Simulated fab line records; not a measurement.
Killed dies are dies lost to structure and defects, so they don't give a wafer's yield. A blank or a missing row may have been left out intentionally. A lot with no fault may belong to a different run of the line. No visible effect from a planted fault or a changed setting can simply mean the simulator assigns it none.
fab line records	flow n5_finfet	part 1 of 2: steps 1 to 22 of 28
record: lots: 5	wafers: 15	last_day: 17
route steps=1938 shown BEOL_M14@1765 BEOL_M15@1773
lots untouched by any fault: they come from a run of this same line in which no faults occurred
start_h: hours from the record's first day to the start of the lot's first wafer shown	wait_h: hours elapsed since this lot's preceding step	" unchanged from the row above	L1.1+2: a single row standing in for several wafers	- value missing, or start not given	* or withheld: withheld	< > ~ a bound
route shown NAME@n: a module of which the file shows steps, and the number in the route of the first	usual: mean/standard deviation taken from wafers without a fault	same: alike in all rows	chamber/n: place in a boat	sites: per-site readings	_std_site: standard deviation across them	_edge_site: mean of outer sites minus mean of inner sites	radius_mm: how far each site lies from the wafer's centre	mask NAME#n: copy n	behind: tool/chamber where the wafer was last shaped	hold: why the lot went on hold/how many hours it stayed there/how the hold came to an end	device: which transistor (n, p or np) failed to switch	end of line: the route-end tests of the same wafers	a step with no rows: only its recipe	killed: count of dies lost to structure and defects at first sort (not the wafer's yield)	map: per-die view of a wafer (x killed, . not killed, _ where there is no die)
set.NAME: the setting as run; set.NAME@STEP: as run at that earlier step	model.NAME: the simulator's own value behind a step, which no gauge read
lots at some steps of the route; a table a step, a row a wafer
services: when a tool's chamber went out of use (start_h, in hours from the record's first day, below 0 if earlier), for how many hours, and the reason
== steps ==
step: N5_BEOL_M14_ECD_47
recipe: material: Cu	target_thk_a: 12480
lot.wafer	tool	chamber	start_h	wait_h
L074.1+5+6	ecd_cu-01	0,1,0	252.82	0.1
L076.1+4+6	ecd_cu-01	1	258.64	0.1
L092.1+2+3	ecd_cu-02	1,0,1	349.05	0.1
L093.2+3+4	ecd_cu-01	0,1,0	362.26	0.1
L096.2+3+5	ecd_cu-02	1,0,1	385.67	0.1
step: N5_BEOL_M14_ANNEAL_48
recipe: temp_c: 225	time_s: 90	ambient: N2
usual: wafer_temp_C_max: 225.74/0.23
lot.wafer	tool	chamber	start_h	wait_h	wafer_temp_C_max
L074.1	rtp_anneal-01	0	253.01	0.1	225.09
L074.5	"	0	"	"	225.76
L074.6	"	0	"	"	225.80
L076.1	rtp_anneal-02	0	259.02	0.3	225.81
L076.4	"	0	"	"	225.68
L076.6	"	0	"	"	226.20
L092.1	rtp_anneal-02	0	349.24	0.1	225.54
L092.2	"	0	"	"	225.72
L092.3	"	0	"	"	225.74
L093.2	rtp_anneal-02	0	362.50	0.2	225.79
L093.3	"	0	"	"	225.60
L093.4	"	0	"	"	225.73
L096.2	rtp_anneal-02	0	386.01	0.3	226.17
L096.3	"	0	"	"	225.62
L096.5	"	0	"	"	225.88
step: N5_BEOL_M14_CMP_49
recipe: stop_on: SiO2	t_overpolish_s: 5.2	down_force_psi: 2	platen_rpm: 80	clearing_platen_down_force_psi: 2	clearing_platen_rpm: 80	post_cmp_clean: cu_alkaline	target_thk_nm: 560	clearing_platen_pad_velocity_m_s: 1.5917	pad_velocity_m_s: 1.5917
usual: barrier_field_endpoint_s: 11.21/0.28	motor_current_A: 8.0/0.94	overpolish_run_s: 5.200/0.0087	slurry_flow_ml_min: 150.0/0.44	time_to_endpoint_s: 119/4.5
lot.wafer	tool	chamber	start_h	wait_h	barrier_field_endpoint_s	motor_current_A	overpolish_run_s	slurry_flow_ml_min	time_to_endpoint_s
L074.1	cmp-02	0	253.38	0.3	11.10	8.4	5.199	149.4	118
L074.6	"	2	"	"	11.50	7.0	5.206	150.1	126
L074.5	"	3	"	"	11.13	9.2	5.198	149.6	117
L076.4	cmp-03	2	259.36	0.2	11.39	8.7	5.205	149.8	120
L076.1	"	3	"	"	11.76	6.9	5.193	149.4	128
L076.6	"	2	"	"	11.25	8.6	5.200	150.3	119
L092.3	cmp-03	3	349.61	0.2	11.44	6.8	5.199	150.3	120
L092.1	"	0	"	"	11.19	6.7	5.197	149.9	117
L092.2	"	1	"	"	10.90	9.2	5.194	149.6	114
L093.4	cmp-02	2	362.75	0.1	11.17	7.3	5.205	150.5	120
L093.3	"	3	"	"	11.09	9.2	5.215	149.5	115
L093.2	"	1	"	"	11.25	6.8	5.192	149.3	118
L096.3	cmp-02	3	386.26	0.2	10.65	8.9	5.201	149.4	113
L096.2	"	2	"	"	10.89	7.2	5.189	150.8	118
L096.5	"	3	"	"	10.75	9.0	5.200	149.5	114
step: N5_BEOL_M14_THK_MEAS_50
recipe: thk_meas_gauge: xrf	reads: Cu_of_BEOL_M14_ECD_47
usual: M14_THK: 540/9.1
lot.wafer	tool	chamber	start_h	wait_h	M14_THK[nm]
L074.1	film_metro-01	-	253.60	-	544
L074.5	"	-	"	"	547
L074.6	"	-	"	"	536
L076.1	film_metro-01	-	259.62	-	537
L076.4	"	-	"	"	539
L076.6	"	-	"	"	552
L092.1	film_metro-01	-	349.91	-	537
L092.2	"	-	"	"	536
L092.3	"	-	"	"	537
L093.2	film_metro-01	-	363.04	-	542
L093.3	"	-	"	"	537
L093.4	"	-	"	"	549
L096.2	film_metro-02	-	386.56	-	537
L096.3	"	-	"	"	541
L096.5	"	-	"	"	535
step: N5_BEOL_M14_PRE_CLEAN_52
recipe: gas: NH3	time_s: 15	temp_c: withheld	rf_power_w: 300
lot.wafer	tool	chamber	start_h	wait_h	since_wet_clean_h
L074.1	pecvd-02	0	253.64	0.0	1320
L074.5	"	1	"	"	-
L074.6	"	2	"	"	-
L076.1	pecvd-03	2	259.65	0.0	210
L076.4	"	2	"	"	-
L076.6	"	2	"	"	-
L092.1	pecvd-03	2	349.95	0.0	300
L092.2	"	0	"	"	1054
L092.3	"	1	"	"	1779
L093.2	pecvd-03	2	363.08	0.0	313
L093.3	"	0	"	"	1067
L093.4	"	1	"	"	-
L096.2	pecvd-02	0	386.59	0.0	1453
L096.3	"	0	"	"	-
L096.5	"	0	"	"	-
step: N5_BEOL_M14_DEP_53
recipe: material: SiCN	target_thk_a: 500	temp_c: withheld	precursor: 3MS/NH3	pressure_torr: 3	rf_w: 675	time_s: 17.8
usual: chamber_pressure_Torr: 2.999/0.006	showerhead_plenum_p_Torr: 4.174/0.018	throttle_valve_pct: 18.3/1
lot.wafer	tool	chamber	start_h	wait_h	chamber_pressure_Torr	showerhead_plenum_p_Torr	since_wet_clean_h	throttle_valve_pct
L074.1	pecvd-02	0	253.67	0.0	3.007	4.174	1320	20.2
L074.5	"	1	"	"	2.994	4.179	-	17.9
L074.6	"	2	"	"	2.989	4.147	-	18.0
L076.1	pecvd-03	2	259.69	0.0	2.995	4.143	210	17.3
L076.4	"	2	"	"	2.993	4.151	-	17.0
L076.6	"	2	"	"	2.995	4.157	-	17.3
L092.1	pecvd-03	2	349.97	0.0	2.993	4.145	300	17.1
L092.2	"	0	"	"	2.995	4.155	1054	18.0
L092.3	"	1	"	"	2.997	4.196	1779	17.7
L093.2	pecvd-03	2	363.10	0.0	2.995	4.157	313	17.2
L093.3	"	0	"	"	2.995	4.155	1067	18.4
L093.4	"	1	"	"	3.004	4.208	-	17.3
L096.2	pecvd-02	0	386.63	0.0	2.996	4.162	1453	20.1
L096.3	"	0	"	"	3.001	4.160	-	20.1
L096.5	"	0	"	"	3.008	4.180	-	20.1
step: N5_BEOL_M14_RS_MEAS_54
recipe: thk_meas_gauge: four-point-probe	reads: Cu_of_BEOL_M14_ECD_47+Ta_of_BEOL_M14_SPUTTER_44+TaN_of_BEOL_M14_SPUTTER_43
usual: M14_RS: 0.0335/0.00058
lot.wafer	tool	chamber	start_h	wait_h	M14_RS[ohm/sq]
L074.1	film_metro-01	-	253.73	0.0	0.0334
L074.5	"	-	"	"	0.0332
L074.6	"	-	"	"	0.0338
L076.1	film_metro-01	-	259.77	0.1	0.0339
L076.4	"	-	"	"	0.0337
L076.6	"	-	"	"	0.0330
L092.1	film_metro-01	-	350.04	0.0	0.0339
L092.2	"	-	"	"	0.0341
L092.3	"	-	"	"	0.0339
L093.2	film_metro-02	-	363.17	0.1	0.0333
L093.3	"	-	"	"	0.0336
L093.4	"	-	"	"	0.0330
L096.2	film_metro-02	-	386.72	0.1	0.0336
L096.3	"	-	"	"	0.0335
L096.5	"	-	"	"	0.0339
step: N5_BEOL_M14_INSPECT_55
recipe: inspect_instrument: darkfield	mode: post_dep
usual: raw_defect_count: 70/23
lot.wafer	tool	chamber	start_h	wait_h	raw_defect_count
L074.1	defect_inspect-01	-	253.76	0.0	53
L074.5	"	-	"	"	65
L074.6	"	-	"	"	99
L076.1	defect_inspect-02	-	259.80	0.0	37
L076.4	"	-	"	"	37
L076.6	"	-	"	"	34
L092.1	defect_inspect-01	-	350.06	0.0	53
L092.2	"	-	"	"	41
L092.3	"	-	"	"	46
L093.2	defect_inspect-02	-	363.20	0.0	67
L093.3	"	-	"	"	139
L093.4	"	-	"	"	60
L096.2	defect_inspect-01	-	386.74	0.0	77
L096.3	"	-	"	"	84
L096.5	"	-	"	"	95
step: N5_BEOL_M15_ILD_DEP_00
recipe: material: SiO2	target_thk_a: 16293	temp_c: 400	precursor: TEOS/O2	pressure_torr: 6.5	rf_w: 900	teos_flow_sccm: 161.4	gas: O2	flow_sccm: 2650	time_s: 346.1
usual: chamber_pressure_Torr: 6.501/0.013	heater_power_w: 516/77	showerhead_plenum_p_Torr: 8.35/0.032	throttle_valve_pct: 18.8/0.98
lot.wafer	tool	chamber	start_h	wait_h	chamber_pressure_Torr	heater_power_w	showerhead_plenum_p_Torr	since_wet_clean_h	throttle_valve_pct
L074.1	pecvd-02	0	253.80	0.0	6.514	473	8.38	1320	20.8
L074.5	"	0	"	"	6.513	561	8.35	-	21.0
L074.6	"	2	"	"	6.515	563	8.35	-	18.7
L076.1	pecvd-03	2	259.84	0.0	6.509	616	8.32	210	17.5
L076.4	"	2	"	"	6.518	464	8.32	-	17.8
L076.6	"	2	"	"	6.511	578	8.33	-	17.6
L092.1	pecvd-04	0	350.10	0.0	6.501	655	8.35	1235	18.2
L092.2	"	2	"	"	6.500	366	8.31	481	20.4
L092.3	"	0	"	"	6.486	517	8.34	-	18.1
L093.2	pecvd-03	0	363.23	0.0	6.511	524	8.34	1067	18.7
L093.3	"	1	"	"	6.498	546	8.42	1792	18.4
L093.4	"	2	"	"	6.491	601	8.34	-	17.7
L096.2	pecvd-03	2	386.78	0.0	6.520	582	8.34	337	17.7
L096.3	"	1	"	"	6.484	547	8.42	1816	18.1
L096.5	"	1	"	"	6.500	594	8.42	-	18.4
step: N5_BEOL_M15_THK_MEAS_01
recipe: reads: SiO2_of_BEOL_M15_ILD_DEP_00
usual: M15_ILD_THK: 1621/24
lot.wafer	tool	chamber	start_h	wait_h	M15_ILD_THK[nm]
L074.1	film_metro-01	-	254.04	0.1	1634
L074.5	"	-	"	"	1650
L074.6	"	-	"	"	1612
L076.1	film_metro-02	-	260.20	0.2	1585
L076.4	"	-	"	"	1629
L076.6	"	-	"	"	1616
L092.1	film_metro-02	-	350.46	0.2	1610
L092.2	"	-	"	"	1628
L092.3	"	-	"	"	1638
L093.2	film_metro-01	-	363.48	0.1	1598
L093.3	"	-	"	"	1602
L093.4	"	-	"	"	1655
L096.2	film_metro-02	-	387.03	0.1	1575
L096.3	"	-	"	"	1589
L096.5	"	-	"	"	1617
step: N5_BEOL_M15_COAT_58
recipe: resist: BARC	temp_c: 205	time_s: 60	spin_rpm: 1500	resist_thk_nm: 89
usual: plate_temp_C: 204.97/0.17	resist_line_temp_C: 22.97/0.11
lot.wafer	tool	chamber	start_h	wait_h	plate_temp_C	resist_line_temp_C
L074.1	litho_track-02	0	254.08	0.0	204.89	23.03
L074.5	"	0	"	"	204.87	22.89
L074.6	"	0	"	"	204.95	22.90
L076.1	litho_track-05	0	260.23	0.0	204.95	23.04
L076.4	"	0	"	"	204.84	22.87
L076.6	"	0	"	"	204.97	22.81
L092.1	litho_track-01	0	350.49	0.0	205.16	23.08
L092.2	"	0	"	"	204.94	22.83
L092.3	"	0	"	"	204.96	23.03
L093.2	litho_track-01	0	363.52	0.0	205.15	23.11
L093.3	"	0	"	"	205.38	23.08
L093.4	"	0	"	"	205.21	23.06
L096.2	litho_track-05	0	387.06	0.0	205.02	23.12
L096.3	"	0	"	"	204.97	22.99
L096.5	"	0	"	"	205.14	23.28
step: N5_BEOL_M15_COAT_04
recipe: spin_rpm: 1704	resist_thk_nm: 800
usual: resist_line_temp_C: 22.99/0.1
lot.wafer	tool	chamber	start_h	wait_h	resist_line_temp_C
L074.1	litho_track-02	0	-	-	22.99
L074.5	"	0	"	"	22.85
L074.6	"	0	"	"	22.98
L076.1	litho_track-05	0	-	-	23.05
L076.4	"	0	"	"	23.14
L076.6	"	0	"	"	22.89
L092.1	litho_track-01	0	-	-	22.88
L092.2	"	0	"	"	23.01
L092.3	"	0	"	"	23.01
L093.2	litho_track-01	0	-	-	22.82
L093.3	"	0	"	"	23.05
L093.4	"	0	"	"	22.96
L096.2	litho_track-05	0	-	-	23.13
L096.3	"	0	"	"	23.01
L096.5	"	0	"	"	23.07
step: N5_BEOL_M15_EBR_06
recipe: solvent: PGMEA	ebr_width_mm: 1.5
usual: resist_line_temp_C: 23.02/0.11
lot.wafer	tool	chamber	start_h	wait_h	resist_line_temp_C
L074.1	litho_track-02	0	-	-	23.09
L074.5	"	0	"	"	23.08
L074.6	"	0	"	"	23.03
L076.1	litho_track-05	0	-	-	23.08
L076.4	"	0	"	"	23.16
L076.6	"	0	"	"	23.14
L092.1	litho_track-01	0	-	-	23.06
L092.2	"	0	"	"	22.96
L092.3	"	0	"	"	23.00
L093.2	litho_track-01	0	-	-	23.31
L093.3	"	0	"	"	22.96
L093.4	"	0	"	"	22.98
L096.2	litho_track-05	0	-	-	22.92
L096.3	"	0	"	"	23.14
L096.5	"	0	"	"	22.96
step: N5_BEOL_M15_SOFTBAKE_05
recipe: temp_c: 130	time_s: 60
usual: plate_temp_C: 130.00/0.12	resist_line_temp_C: 23.00/0.1
lot.wafer	tool	chamber	start_h	wait_h	plate_temp_C	resist_line_temp_C
L074.1	litho_track-02	0	-	-	130.09	23.00
L074.5	"	0	"	"	129.93	23.04
L074.6	"	0	"	"	130.09	22.98
L076.1	litho_track-05	0	-	-	129.78	23.06
L076.4	"	0	"	"	129.70	22.94
L076.6	"	0	"	"	129.85	22.91
L092.1	litho_track-01	0	-	-	130.05	22.98
L092.2	"	0	"	"	130.14	22.98
L092.3	"	0	"	"	130.08	22.94
L093.2	litho_track-01	0	-	-	130.23	22.93
L093.3	"	0	"	"	129.83	22.95
L093.4	"	0	"	"	130.19	22.88
L096.2	litho_track-05	0	-	-	129.97	22.94
L096.3	"	0	"	"	129.99	23.07
L096.5	"	0	"	"	130.15	23.09
step: N5_BEOL_M15_EXPOSE_07
recipe: mask_id: V14	na: 0.8	source_shape: annular	sigma_inner: 0.5	sigma_outer: 0.8	polarization: unpolarized	attpsm_phase_deg: 180	dose_mj: 41.25
lot.wafer	tool	chamber	start_h	wait_h	mask
L074.1+5+6	krf_scanner-01	0	254.30	-	V14#0
L076.1+4+6	krf_scanner-02	0	260.45	-	V14#0
L092.1+2+3	krf_scanner-01	0	350.71	-	V14#0
L093.2+3+4	krf_scanner-02	0	363.62	-	V14#0
L096.2+3+5	krf_scanner-01	0	387.29	-	V14#0
step: N5_BEOL_M15_PEB_08
recipe: peb_temp_c: 130	peb_time_s: 90
usual: plate_temp_C: 130.03/0.13	resist_line_temp_C: 23.02/0.096
lot.wafer	tool	chamber	start_h	wait_h	plate_temp_C	resist_line_temp_C
L074.1	litho_track-01	0	254.36	0.1	129.97	23.01
L074.5	"	0	"	"	129.89	23.11
L074.6	"	0	"	"	130.15	23.01
L076.1	litho_track-05	0	260.51	0.1	130.05	23.11
L076.4	"	0	"	"	130.10	22.93
L076.6	"	0	"	"	130.12	22.99
L092.1	litho_track-05	0	350.77	0.1	129.91	23.00
L092.2	"	0	"	"	130.11	23.06
L092.3	"	0	"	"	129.98	23.04
L093.2	litho_track-01	0	363.67	0.0	129.95	22.91
L093.3	"	0	"	"	130.12	23.11
L093.4	"	0	"	"	130.15	23.00
L096.2	litho_track-05	0	387.34	0.0	129.92	22.95
L096.3	"	0	"	"	129.91	22.82
L096.5	"	0	"	"	130.07	22.88
step: N5_BEOL_M15_DEVELOP_09
recipe: develop_time_s: 45	rinse_liquid: diw	dry: air_spin	dev_temp_c: 21
usual: resist_line_temp_C: 22.99/0.12
lot.wafer	tool	chamber	start_h	wait_h	resist_line_temp_C
L074.1	litho_track-01	0	-	-	22.95
L074.5	"	0	"	"	23.01
L074.6	"	0	"	"	23.05
L076.1	litho_track-05	0	-	-	22.87
L076.4	"	0	"	"	22.98
L076.6	"	0	"	"	22.93
L092.1	litho_track-05	0	-	-	22.96
L092.2	"	0	"	"	22.98
L092.3	"	0	"	"	22.93
L093.2	litho_track-01	0	-	-	23.00
L093.3	"	0	"	"	22.89
L093.4	"	0	"	"	23.00
L096.2	litho_track-05	0	-	-	22.81
L096.3	"	0	"	"	22.84
L096.5	"	0	"	"	23.03
step: N5_BEOL_M15_HARDBAKE_14
recipe: temp_c: 130	time_s: 120
usual: plate_temp_C: 130.00/0.14	resist_line_temp_C: 22.99/0.1
lot.wafer	tool	chamber	start_h	wait_h	plate_temp_C	resist_line_temp_C
L074.1	litho_track-01	0	-	-	129.75	23.00
L074.5	"	0	"	"	129.95	22.97
L074.6	"	0	"	"	129.85	23.17
L076.1	litho_track-05	0	-	-	130.08	22.84
L076.4	"	0	"	"	130.11	22.81
L076.6	"	0	"	"	130.09	22.91
L092.1	litho_track-05	0	-	-	129.94	23.11
L092.2	"	0	"	"	129.75	23.15
L092.3	"	0	"	"	130.12	23.04
L093.2	litho_track-01	0	-	-	130.05	23.06
L093.3	"	0	"	"	130.00	23.17
L093.4	"	0	"	"	130.20	23.00
L096.2	litho_track-05	0	-	-	130.04	23.03
L096.3	"	0	"	"	129.89	22.86
L096.5	"	0	"	"	129.84	22.86
step: N5_BEOL_M15_CD_MEAS_10
recipe: target_cd_nm: 360	landing_energy_ev: 500	detector: se_inlens	polarity: opening
usual: cd_nm: 359.7/1.7
lot.wafer	tool	chamber	start_h	wait_h	cd_nm
L074.1	cd_sem-02	0	254.47	-	362.1
L074.5	"	0	"	"	360.4
L074.6	"	0	"	"	362.3
L076.1	cd_sem-02	0	260.62	-	359.9
L076.4	"	0	"	"	358.7
L076.6	"	0	"	"	359.0
L092.1	cd_sem-01	0	350.89	-	356.4
L092.2	"	0	"	"	355.9
L092.3	"	0	"	"	360.3
L093.2	cd_sem-03	0	363.79	-	356.6
L093.3	"	0	"	"	358.5
L093.4	"	0	"	"	360.5
L096.2	cd_sem-03	0	387.46	-	360.9
L096.3	"	0	"	"	360.0
L096.5	"	0	"	"	361.0
step: N5_BEOL_M15_OVL_MEAS_11
recipe: points_per_wafer: 44
usual: V14_OVL: -3/6
lot.wafer	tool	chamber	start_h	wait_h	V14_OVL[nm]
L074.1	overlay-02	0	254.50	0.0	-17
L074.5	"	0	"	"	-13
L074.6	"	0	"	"	-9
L076.1	overlay-01	0	260.65	0.0	2
L076.4	"	0	"	"	0
L076.6	"	0	"	"	-1
L092.1	overlay-01	0	350.92	0.0	-7
L092.2	"	0	"	"	-6
L092.3	"	0	"	"	-12
L093.2	overlay-01	0	363.82	0.0	0
L093.3	"	0	"	"	2
L093.4	"	0	"	"	-9
L096.2	overlay-01	0	387.49	0.0	-1
L096.3	"	0	"	"	-13
L096.5	"	0	"	"	-9
step: N5_BEOL_M15_INSPECT_12
recipe: mode: adi	inspect_instrument: macro
usual: raw_defect_count: 1.8/1.2
lot.wafer	tool	chamber	start_h	wait_h	raw_defect_count
L074.1	defect_inspect-01	-	254.53	0.0	0
L074.5	"	-	"	"	3
L074.6	"	-	"	"	0
L076.1	defect_inspect-02	-	260.68	0.0	2
L076.4	"	-	"	"	2
L076.6	"	-	"	"	0
L092.1	defect_inspect-01	-	350.94	0.0	2
L092.2	"	-	"	"	0
L092.3	"	-	"	"	3
L093.2	defect_inspect-01	-	363.84	0.0	4
L093.3	"	-	"	"	1
L093.4	"	-	"	"	6
L096.2	defect_inspect-01	-	387.51	0.0	3
L096.3	"	-	"	"	2
L096.5	"	-	"	"	2
step: N5_BEOL_M15_DESCUM_15
recipe: chemistry: O2	time_s: 7.9	source_power_w: 50	bias_power_w: 20	pressure_mtorr: 20	rf_frequency_hz: 2.712e+07	temp_c: 40	o2_flow_sccm: 225
usual: bias_power_w: 20.00/0.055	drypump_motor_current_A: 5.7/0.31	o2_flow_sccm: 225.0/0.68	oes_product_au: 0.82/0.092	rf_vpp_V: 243.4/1.1	showerhead_plenum_p_Torr: 2.11/0.043	throttle_valve_pct: 20.38/0.23
lot.wafer	tool	chamber	start_h	wait_h	bias_power_w	drypump_motor_current_A	o2_flow_sccm	oes_product_au	rf_hours_counter_h	rf_vpp_V	showerhead_plenum_p_Torr	throttle_valve_pct
L074.1	rie_diel-06	3	254.56	0.0	20.08	5.3	225.5	0.81	101	243.5	2.02	20.44
L074.5	"	2	"	"	19.90	5.6	224.2	0.70	-	243.2	2.08	20.64
L074.6	"	1	"	"	20.02	5.3	224.0	0.91	-	243.0	2.14	20.03
L076.1	rie_diel-01	0	260.71	0.0	20.01	6.1	224.6	0.84	42	242.1	2.15	20.58
L076.4	"	3	"	"	19.94	5.8	224.7	0.72	-	243.7	2.13	20.10
L076.6	"	0	"	"	20.03	6.1	224.3	0.84	-	243.5	2.15	20.58
L092.1	rie_diel-06	3	350.98	0.0	20.01	5.3	224.2	0.79	124	242.3	2.02	20.47
L092.2	"	0	"	"	20.00	5.8	224.5	0.69	221	243.9	2.13	20.36
L092.3	"	1	"	"	19.94	5.3	224.0	0.87	43	244.1	2.13	20.05
L093.2	rie_diel-05	1	363.88	0.0	20.03	5.3	224.7	0.74	146	244.2	2.09	20.31
L093.3	"	2	"	"	20.13	5.5	225.4	0.77	111	243.9	2.09	20.40
L093.4	"	3	"	"	20.03	5.5	225.4	0.91	17	242.6	2.06	20.37
L096.2	rie_diel-06	1	387.54	0.0	19.97	5.3	225.1	0.85	56	244.3	2.12	20.08
L096.3	"	0	"	"	20.00	5.8	224.4	0.69	229	244.5	2.13	20.38
L096.5	"	3	"	"	19.93	5.3	225.1	0.77	-	241.6	2.01	20.48
